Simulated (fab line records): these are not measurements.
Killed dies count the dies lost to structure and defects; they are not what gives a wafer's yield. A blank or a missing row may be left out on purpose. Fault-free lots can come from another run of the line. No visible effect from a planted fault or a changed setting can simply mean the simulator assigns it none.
Matching of chambers ; flow n5 finfet ; N5_PASSIVATION_STRIP_34 on rie diel-02: 4 sister chambers
The step strips in O2. 14 wafers are shown with their chamber, then 6 later ones without.

== WAFERS PAIRED WITH THEIR CHAMBERS ==
wafer;chamber;drypump motor current A (A);throttle valve pct (%);showerhead plenum p Torr (Torr)
L481.1;2;6.2;16.76;2.03
L481.5;1;5.5;16.21;2.04
L482.4;1;5.5;16.29;2.04
L482.5;2;6.2;16.72;2.03
L482.6;3;5.9;16.46;2.05
L489.3;0;5.0;16.63;2.05
L489.4;1;5.5;16.27;2.03
L489.5;3;6.0;16.47;2.05
L493.1;1;5.5;16.26;2.03
L493.3;2;6.2;16.83;2.02
L493.5;0;5.0;16.56;2.05
L491.2;2;6.3;16.81;2.02
L491.3;1;5.5;16.28;2.03
L491.6;1;5.5;16.23;2.03

SIGNATURES (averages over the wafers above)
reading;chamber 0;chamber 1;chamber 2;chamber 3;scatter within a chamber
drypump motor current A;5.000;5.500;6.225;5.950;0.0354
throttle valve pct;16.5950;16.2567;16.7800;16.4650;0.0383
showerhead plenum p Torr;2.0500;2.0333;2.0250;2.0500;0.00483
Rule: a wafer lies at a distance from a chamber equal to the root of the sum of squares, over the readings, of (its reading less the chamber's mean, divided by the reading's scatter). The wafer belongs to the nearest chamber; if the next one is less than 2 further off, it can't be placed. How the scatter is found: for the shown wafers, subtract from each reading the mean of its chamber, square and add these, divide the total by (wafers less chambers), then take the root.

== WAFERS WHOSE CHAMBER IS MISSING ==
wafer;drypump motor current A (A);throttle valve pct (%);showerhead plenum p Torr (Torr)
L492.2;5.0;16.62;2.05
L492.5;5.5;16.31;2.03
L492.6;5.1;16.66;2.05
L495.1;5.0;16.66;2.04
L495.3;6.2;16.83;2.02
L495.4;5.5;16.27;2.02

== WHICH CHAMBER EACH WENT THROUGH ==
wafer;from the rows above;in truth
L492.2;0;0
L492.5;1;1
L492.6;0;0
L495.1;0;0
L495.3;2;2
L495.4;1;1
Correctly placed: 6 of 6. Can't be placed from these rows: 0. Placed wrongly: 0.
